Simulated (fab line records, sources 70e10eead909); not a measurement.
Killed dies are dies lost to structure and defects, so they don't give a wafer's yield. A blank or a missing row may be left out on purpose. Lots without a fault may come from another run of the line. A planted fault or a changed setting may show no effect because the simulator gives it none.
fab line records | flow nand_harc
record lots=11 wafers=33 last_day=34
route steps=1302 shown A_CHANNEL_HOLE_D2@595 A_CHANNEL_FILL_D2@629 A_STAIRCASE@651 END@1302
lots that met no fault: from a run of the same line without faults
start_h: hours from the record's first day to the start of the lot's first wafer shown | wait_h: hours since the lot's step before | " the same as in the row above | L1.1+2: a row that stands for several wafers | - no value, or no start given | * or withheld: withheld | < > ~ a bound
route shown NAME@n: a module of which the file shows steps, and the number in the route of the first | usual: mean/standard deviation of fault-free wafers | same: alike in all rows | chamber/n: place in a boat | sites: the reading at each site | _std_site: their standard deviation | _edge_site: outer sites' mean less inner sites' | radius_mm: how far each site lies from the wafer's centre | mask NAME#n: copy n | behind: the tool/chamber that last shaped the wafer | hold: why the lot was held/for how many hours/how that ended | device: the transistor (n, p or np) that didn't switch | end of line: the same wafers' tests at the end of the route | a step without rows: its recipe alone | killed: dies lost to structure and defects at the first sort, not the wafer's yield | map: a wafer's dies, x killed, . not, _ none there
set.NAME: the setting as run; set.NAME@STEP: as run at that earlier step | model.NAME: the simulator's own value behind a step, which no gauge read
steps of the route over a sample of lots; a table a step, a row a wafer
services: from which hour (start_h, from the record's first day; less than 0 if before it) a tool's chamber was out of use, for how many hours, and why
## steps
# step NHARC_A_CHANNEL_HOLE_D2_ETCH_23
# recipe bias_v=5000 source_w=withheld pressure_mtorr=20 time_s=819 ar_flow_sccm=375 c4f8_flow_sccm=89.3 o2_flow_sccm=35.7 temp_c=-20 target_depth_a=16000 chemistry=C4F8/O2/Ar
# usual chamber_pressure_mTorr=20.001/0.018 drypump_motor_current_A=5.5/0.61 showerhead_plenum_p_Torr=3.62/0.078 throttle_valve_pct=32.155/0.0094
# columns lot.wafer tool chamber start_h wait_h chamber_pressure_mTorr drypump_motor_current_A rf_hours_counter_h showerhead_plenum_p_Torr throttle_valve_pct
L334.4 har_etch-01 0 321.79 0.5 19.999 5.9 - 3.60 32.150
L334.5 " 1 " " 19.960 5.0 - 3.58 32.147
L334.6 " 0 " " 20.004 5.9 - 3.60 32.162
L339.1 har_etch-02 1 338.33 0.5 20.012 4.9 377 3.72 32.163
L339.4 " 1 " " 20.011 4.9 - 3.72 32.154
L339.5 " 1 " " 20.011 4.9 - 3.72 32.173
L340.4 har_etch-01 1 354.25 0.5 19.979 5.0 - 3.57 32.160
L340.6 " 0 " " 19.989 5.9 - 3.59 32.157
L340.5 " 1 " " 20.015 5.0 - 3.57 32.166
L343.2 har_etch-01 0 384.74 0.5 20.013 5.9 207 3.58 32.151
L343.5 " 1 " " 20.021 5.0 - 3.56 32.153
L343.6 " 0 " " 19.993 5.9 - 3.58 32.163
L345.3 har_etch-02 1 404.67 0.5 20.017 4.9 - 3.70 32.156
L345.6 " 1 " " 19.983 4.9 - 3.70 32.164
L345.5 " 0 " " 20.000 6.4 - 3.71 32.148
L348.2 har_etch-02 0 445.09 0.5 20.028 6.3 28 3.70 32.155
L348.1 " 1 " " 19.980 4.9 28 3.69 32.148
L348.3 " 0 " " 20.021 6.4 - 3.70 32.144
L347.2 har_etch-01 0 446.19 0.5 20.043 5.9 246 3.56 32.142
L347.6 " 1 " " 20.009 5.0 - 3.54 32.158
L347.5 " 0 " " 19.975 5.9 - 3.56 32.141
L350.2 har_etch-02 1 452.82 0.5 20.000 4.9 32 3.69 32.156
L350.1 " 0 " " 20.028 6.4 32 3.69 32.150
L350.4 " 1 " " 19.988 4.9 - 3.69 32.142
L349.2 har_etch-01 1 453.53 0.5 20.019 5.0 250 3.54 32.148
L349.4 " 1 " " 20.008 5.0 - 3.54 32.142
L349.3 " 0 " " 20.001 5.9 - 3.56 32.147
L357.1 har_etch-01 1 523.01 0.5 20.023 5.0 291 3.51 32.170
L357.4 " 0 " " 20.001 5.9 - 3.53 32.161
L357.6 " 0 " " 20.003 5.9 - 3.53 32.158
L356.3 har_etch-01 1 527.26 0.5 19.991 5.0 - 3.51 32.142
L356.4 " 0 " " 20.019 5.9 - 3.53 32.154
L356.6 " 0 " " 20.033 5.9 - 3.53 32.155
# step NHARC_A_CHANNEL_FILL_D2_STRIP_29
# recipe time_s=20 o2_flow_sccm=500 ar_flow_sccm=0 bias_w=0 chemistry=O2
# usual chamber_pressure_mTorr=60.01/0.055 drypump_motor_current_A=5.9/0.44 oes_product_au=0.997/0.0077 rf_vpp_V=57.9/0.83 showerhead_plenum_p_Torr=3.61/0.056 throttle_valve_pct=17.036/0.0095
# columns lot.wafer tool chamber start_h wait_h chamber_pressure_mTorr drypump_motor_current_A oes_product_au rf_hours_counter_h rf_vpp_V showerhead_plenum_p_Torr throttle_valve_pct
L334.4 rie_diel-13 0 368.85 0.1 60.09 6.5 0.995 - 57.5 3.54 17.033
L334.5 " 2 " " 60.03 5.5 0.996 - 59.4 3.63 17.041
L334.6 " 3 " " 59.95 6.1 1.007 - 57.5 3.62 17.032
L339.4 rie_diel-13 1 383.57 - 60.03 5.5 0.999 0.3 57.4 3.65 17.040
L339.1 " 3 " " 60.08 6.1 1.014 0.8 57.6 3.62 17.035
L339.5 " 2 " " 59.96 5.5 1.007 - 57.4 3.62 17.031
L340.4 rie_diel-08 2 400.35 - 60.03 5.4 1.000 0.9 58.1 3.57 17.029
L340.6 " 1 " " 60.01 5.9 1.006 - 57.6 3.75 17.046
L340.5 " 2 " " 60.07 5.4 1.008 - 57.9 3.57 17.040
L343.2 rie_diel-13 0 434.81 - 60.01 6.5 0.983 2.3 58.0 3.54 17.046
L343.5 " 2 " " 60.00 5.5 0.996 - 58.5 3.62 17.034
L343.6 " 3 " " 60.07 6.1 0.997 - 57.5 3.62 17.035
L345.3 rie_diel-13 2 451.88 - 60.01 5.5 1.004 2.1 58.9 3.62 17.041
L345.6 " 2 " " 60.07 5.5 0.986 - 59.4 3.62 17.032
L345.5 " 3 " " 59.92 6.1 1.005 - 58.1 3.62 17.035
L347.2 rie_diel-13 1 491.05 - 59.99 5.5 0.992 3.3 58.2 3.65 17.029
L347.5 " 2 " " 60.06 5.5 1.014 - 57.6 3.62 17.023
L347.6 " 3 " " 60.03 6.1 0.999 - 58.5 3.62 17.032
L348.1 rie_diel-08 3 491.13 - 59.99 5.5 1.005 3.4 57.0 3.55 17.023
L348.2 " 0 " " 60.06 6.6 1.013 3.5 59.9 3.57 17.032
L348.3 " 1 " " 59.95 5.9 1.011 3.7 56.2 3.75 17.026
L350.4 rie_diel-13 3 499.15 - 60.06 6.1 1.006 4.0 58.8 3.62 17.045
L350.2 " 0 " " 59.99 6.5 0.995 4.2 58.2 3.54 17.044
L350.1 " 1 " " 60.10 5.5 0.983 3.4 56.9 3.65 17.053
L349.4 rie_diel-13 0 502.75 - 59.98 6.5 0.983 4.3 58.0 3.54 17.030
L349.3 " 1 " " 59.99 5.5 0.997 3.4 57.9 3.65 17.032
L349.2 " 2 " " 59.99 5.5 0.989 3.2 57.8 3.62 17.037
L357.4 rie_diel-08 1 569.79 - 59.93 5.9 1.004 0.5 58.4 3.75 17.044
L357.1 " 2 " " 59.97 5.4 0.988 0.5 59.0 3.57 17.037
L357.6 " 3 " " 60.03 5.5 0.998 - 58.0 3.55 17.038
L356.4 rie_diel-13 0 573.23 - 60.03 6.5 0.995 1.5 59.4 3.54 17.038
L356.3 " 3 " " 60.02 6.1 0.980 1.5 58.1 3.62 17.031
L356.6 " 1 " " 60.03 5.6 1.000 - 58.5 3.65 17.054
# step NHARC_A_STAIRCASE_ETCH_169
# recipe target_depth_a=500 time_s=107.1 ion_energy_ev=120 ch3f_flow_sccm=50 o2_flow_sccm=30 ar_flow_sccm=200 rf_w=500 bias_w=100 chemistry=CH3F/O2
# usual chamber_pressure_mTorr=25.002/0.021 drypump_motor_current_A=5.90/0.3 oes_product_au=0.958/0.018 rf_vpp_V=243.5/1.8 showerhead_plenum_p_Torr=2.40/0.11 throttle_valve_pct=20.664/0.0088
# columns lot.wafer tool chamber start_h wait_h chamber_pressure_mTorr drypump_motor_current_A oes_product_au rf_hours_counter_h rf_vpp_V showerhead_plenum_p_Torr throttle_valve_pct
L334.6 rie_diel-06 3 377.00 0.1 25.016 5.75 0.950 - 244.7 2.65 20.668
L334.5 " 0 " " 25.003 5.17 0.934 - 245.6 2.46 20.668
L334.4 " 2 " " 24.988 6.21 0.920 - 242.9 2.38 20.659
L339.4 rie_diel-06 2 391.16 0.1 24.971 6.23 0.900 22 244.1 2.37 20.661
L339.1 " 3 " " 25.033 5.78 0.936 21 246.9 2.65 20.656
L339.5 " 1 " " 25.013 6.03 0.946 - 246.0 2.54 20.661
L340.4 rie_diel-02 0 407.80 0.1 24.982 5.93 0.977 2 241.8 2.31 20.661
L340.5 " 0 " " 25.042 5.92 0.974 - 241.8 2.31 20.651
L340.6 " 1 " " 24.991 5.78 0.952 - 242.3 2.35 20.661
L343.2 rie_diel-02 1 442.35 0.1 25.019 5.82 0.970 9 243.3 2.35 20.648
L343.6 " 1 " " 25.013 5.82 0.962 - 242.4 2.35 20.667
L343.5 " 3 " " 24.987 6.10 0.977 - 241.9 2.31 20.663
L345.3 rie_diel-02 2 459.47 0.1 24.991 6.08 0.965 18 244.6 2.47 20.651
L345.6 " 1 " " 25.032 5.81 0.971 - 242.6 2.35 20.653
L345.5 " 2 " " 25.022 6.11 0.966 - 244.2 2.47 20.658
L348.2 rie_diel-06 2 498.53 0.1 25.011 6.22 0.965 0 243.5 2.36 20.665
L348.3 " 3 " " 25.011 5.75 0.976 0 247.5 2.64 20.669
L348.1 " 0 " " 25.000 5.13 0.966 0 244.2 2.45 20.649
L347.2 rie_diel-04 2 500.66 0.1 24.997 6.14 0.951 42 242.8 2.33 20.659
L347.5 " 1 " " 24.995 5.94 0.954 - 242.5 2.35 20.653
L347.6 " 2 " " 24.990 6.13 0.959 - 242.1 2.33 20.664
L350.2 rie_diel-02 1 511.19 0.1 24.993 5.80 0.983 31 242.8 2.34 20.668
L350.4 " 2 " " 25.008 6.10 0.976 31 245.1 2.46 20.672
L350.1 " 0 " " 25.001 5.91 0.968 25 241.8 2.30 20.649
L349.2 rie_diel-04 1 511.33 0.1 25.013 5.95 0.965 43 244.5 2.35 20.672
L349.3 " 3 " " 25.021 6.11 0.950 48 242.1 2.28 20.663
L349.4 " 0 " " 25.014 5.66 0.978 - 240.3 2.30 20.662
L357.4 rie_diel-06 0 577.19 0.1 25.001 5.17 0.950 17 245.3 2.44 20.657
L357.1 " 1 " " 24.999 6.02 1.000 26 244.1 2.52 20.652
L357.6 " 2 " " 25.007 6.23 0.974 - 243.2 2.35 20.658
L356.3 rie_diel-06 0 580.62 0.1 24.995 5.18 0.930 18 244.4 2.44 20.674
L356.4 " 2 " " 24.999 6.22 0.957 31 241.2 2.35 20.663
L356.6 " 1 " " 24.998 6.01 0.950 - 243.9 2.52 20.672
# step NHARC_A_STAIRCASE_STRIP_171
# recipe power_w=1500 temp_c=250 chemistry=O2
# usual drypump_motor_current_A=5.8/0.44 heater_power_w=337/18
# columns lot.wafer tool chamber start_h wait_h drypump_motor_current_A heater_power_w rf_hours_counter_h
L334.4 plasma_asher-01 0 377.37 - 6.0 308 -
L334.5 " 0 " " 6.0 307 -
L334.6 " 1 " " 6.3 345 -
L339.1 plasma_asher-01 1 391.52 - 6.2 344 8
L339.4 " 0 " " 6.0 310 -
L339.5 " 1 " " 6.2 345 -
L340.4 plasma_asher-02 0 408.12 - 5.7 347 -
L340.5 " 0 " " 5.7 353 -
L340.6 " 1 " " 5.1 337 -
L343.2 plasma_asher-01 0 442.66 - 6.0 312 18
L343.5 " 1 " " 6.2 349 -
L343.6 " 0 " " 6.0 314 -
L345.3 plasma_asher-02 1 459.89 - 5.0 334 -
L345.5 " 1 " " 5.0 333 -
L345.6 " 0 " " 5.7 370 -
L348.2 plasma_asher-01 1 498.75 - 6.3 347 26
L348.1 " 0 " " 6.0 320 26
L348.3 " 0 " " 6.0 313 -
L347.2 plasma_asher-02 1 500.88 - 5.1 334 15
L347.5 " 1 " " 5.0 328 -
L347.6 " 0 " " 5.7 367 -
L350.2 plasma_asher-01 0 511.43 - 6.0 319 28
L350.1 " 1 " " 6.2 339 28
L350.4 " 1 " " 6.3 341 -
L349.2 plasma_asher-01 1 512.20 - 6.2 348 29
L349.4 " 1 " " 6.3 342 -
L349.3 " 0 " " 6.0 312 -
L357.1 plasma_asher-02 0 577.45 - 5.7 371 30
L357.4 " 1 " " 5.1 339 -
L357.6 " 0 " " 5.7 373 -
L356.3 plasma_asher-01 0 580.98 - 6.0 332 -
L356.4 " 1 " " 6.3 332 -
L356.6 " 0 " " 6.0 325 -
# step NHARC_END_SORT_01
# recipe temp_c=25
# usual killed_at_array=58/20 killed_at_other=0.8/1 killed_at_periphery=4.6/2.8 killed_dies=63/19 killed_open=3.4/2 killed_short=2.4/1.8
# same gross_dies=677
# columns lot.wafer tool chamber start_h wait_h killed_at_array killed_at_other killed_at_periphery killed_dies killed_open killed_short
L350.1 prober-01 0 726.57 2.5 134 1 1 136 3 3
L350.2 prober-01 0 727.37 2.8 77 0 2 79 3 0
L350.4 prober-01 0 728.98 3.4 137 1 1 139 0 0
L347.2 prober-02 0 772.78 2.8 155 0 4 159 5 1
L347.5 prober-02 0 775.21 3.7 136 2 6 144 9 0
L347.6 prober-02 0 776.01 4.0 192 0 0 192 3 1
L349.2 prober-01 0 788.21 2.8 165 1 3 169 4 2
L349.3 prober-01 0 789.01 3.1 168 1 3 172 3 0
L349.4 prober-01 0 789.80 3.4 122 0 6 128 7 2
# killed by level:class
L350.1 A_CHANNEL_FILL_D2:unspecified=68 A_SLIT:chamber_film_flake=35 A_CHANNEL_HOLE_D1:chamber_film_flake=10 A_CONTACT:chamber_film_flake=6 A_BLC:chamber_film_flake=5 A_STAIRCASE:chamber_film_flake=2 A_CHANNEL_FILL_D1:geometric_particle:open=1 A_CHANNEL_FILL_D1:geometric_particle:short=1
L350.2 A_CHANNEL_FILL_D2:unspecified=32 A_SLIT:chamber_film_flake=24 A_CHANNEL_HOLE_D1:chamber_film_flake=13 A_CONTACT:chamber_film_flake=3 A_SGD_CUT:chamber_film_flake=2 P_M1:geometric_particle:open=1 A_ONON_D1:geometric_particle:open=1 A_BLC:geometric_particle:open=1
L350.4 A_CHANNEL_FILL_D2:unspecified=98 A_SLIT:chamber_film_flake=21 A_CHANNEL_HOLE_D1:chamber_film_flake=5 A_CONTACT:chamber_film_flake=5 A_BLC:chamber_film_flake=3 A_CHANNEL_FILL_D1:chamber_film_flake=2 A_CHANNEL_FILL_D2:chamber_film_flake=2 P_GATE:chamber_film_flake=1
L347.2 A_CHANNEL_FILL_D2:unspecified=67 A_CHANNEL_HOLE_D1:chamber_film_flake=31 A_CHANNEL_HOLE_D2:chamber_film_flake=30 A_SLIT:chamber_film_flake=23 P_CONTACT:geometric_particle:open=2 P_STI:chamber_film_flake=2 A_CHANNEL_FILL_D1:geometric_particle:short=1 A_ONON_D2:geometric_particle:open=1
L347.5 A_CHANNEL_FILL_D2:unspecified=62 A_CHANNEL_HOLE_D2:chamber_film_flake=30 A_CHANNEL_HOLE_D1:chamber_film_flake=24 A_SLIT:chamber_film_flake=12 P_M0:chamber_film_flake=2 P_CONTACT:geometric_particle:open=1 P_M0:geometric_particle:open=1 P_BONDPAD:geometric_particle:open=1
L347.6 A_CHANNEL_FILL_D2:unspecified=98 A_SLIT:chamber_film_flake=34 A_CHANNEL_HOLE_D1:chamber_film_flake=32 A_CHANNEL_HOLE_D2:chamber_film_flake=18 A_STAIRCASE:chamber_film_flake=3 A_CONTACT:chamber_film_flake=2 A_DECK1_JOINT:geometric_particle:open=1 A_ONON_D2:geometric_particle:short=1
L349.2 A_CHANNEL_FILL_D2:unspecified=58 A_SLIT:chamber_film_flake=35 A_CHANNEL_HOLE_D1:chamber_film_flake=33 A_CHANNEL_HOLE_D2:chamber_film_flake=16 A_CONTACT:chamber_film_flake=11 A_SGD_CUT:chamber_film_flake=4 A_CHANNEL_FILL_D1:geometric_particle:open=2 P_M1:chamber_film_flake=2
L349.3 A_CHANNEL_FILL_D2:unspecified=65 A_CHANNEL_HOLE_D1:chamber_film_flake=34 A_SLIT:chamber_film_flake=30 A_CHANNEL_HOLE_D2:chamber_film_flake=20 A_CONTACT:chamber_film_flake=10 A_SGD_CUT:chamber_film_flake=4 A_BLC:geometric_particle:open=2 P_M1:chamber_film_flake=2
L349.4 A_CHANNEL_FILL_D2:unspecified=35 A_SLIT:chamber_film_flake=34 A_CHANNEL_HOLE_D1:chamber_film_flake=15 A_CONTACT:chamber_film_flake=13 A_CHANNEL_HOLE_D2:chamber_film_flake=11 A_SGD_CUT:chamber_film_flake=5 P_M2:chamber_film_flake=3 A_SOURCE_PLATE:geometric_particle:open=2
## services
# columns tool chamber start_h hours kind
rie_diel-06 - 308.34 9.0 pm
rie_diel-02 3 334.95 6.6 repair
rie_diel-13 - 342.03 9.0 pm
plasma_asher-01 - 342.17 9.0 pm
plasma_asher-02 - 354.86 4.2 repair
rie_diel-04 - 355.18 9.0 pm
rie_diel-13 1 359.68 21.7 repair
rie_diel-08 - 367.80 9.0 pm
har_etch-02 - 377.00 17.0 pm
rie_diel-02 - 393.77 9.0 pm
rie_diel-13 2 400.71 5.0 repair
rie_diel-13 2 410.13 6.3 repair
plasma_asher-02 - 426.83 9.0 pm
plasma_asher-01 - 467.65 9.1 repair
rie_diel-06 - 485.34 9.0 pm
rie_diel-02 2 500.57 1.9 repair
har_etch-01 - 518.55 0.8 repair
rie_diel-13 - 519.03 9.0 pm
plasma_asher-01 - 519.17 9.0 pm
rie_diel-08 - 544.80 9.0 pm
rie_diel-06 1 551.05 2.3 repair
rie_diel-13 - 564.08 2.2 repair
rie_diel-02 - 573.36 9.0 pm
rie_diel-13 1 575.94 8.8 repair
## key
first_sign step=NHARC_END_SORT_01 reading=killed_dies direction=up sigmas=4.3 usual=63 struck=146 wafers_moved=8
effect step=NHARC_END_SORT_01 reading=killed_at_array direction=up sigmas=4.3 usual=58 struck=143 wafers_moved=8
more_kills_born_at NHARC_A_CHANNEL_FILL_D2_STRIP_29@rie_diel-13=583
met_at NHARC_A_CHANNEL_FILL_D2_STRIP_29
struck_lots L347,L349,L350
tester_left_out L347,L349,L350
not_acting_at NHARC_A_CHANNEL_HOLE_D2_ETCH_23,NHARC_A_STAIRCASE_ETCH_169,NHARC_A_STAIRCASE_STRIP_171
onset_between 451.88 491.05
fault kind=chamber_particle_source tool=rie_diel-13 chamber=- onset_h=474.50 steps=NHARC_A_CHANNEL_FILL_D2_STRIP_29 rate_per_visit_cm2=1.4058 end_h=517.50
# tester_left_out: of these lots the tester's yield and bins aren't shown, on N5 and GAA mostly nor the transistor test; their killed dies are dies lost to structure and defects alone, not to doping, threshold or leakage, so they don't give the yield
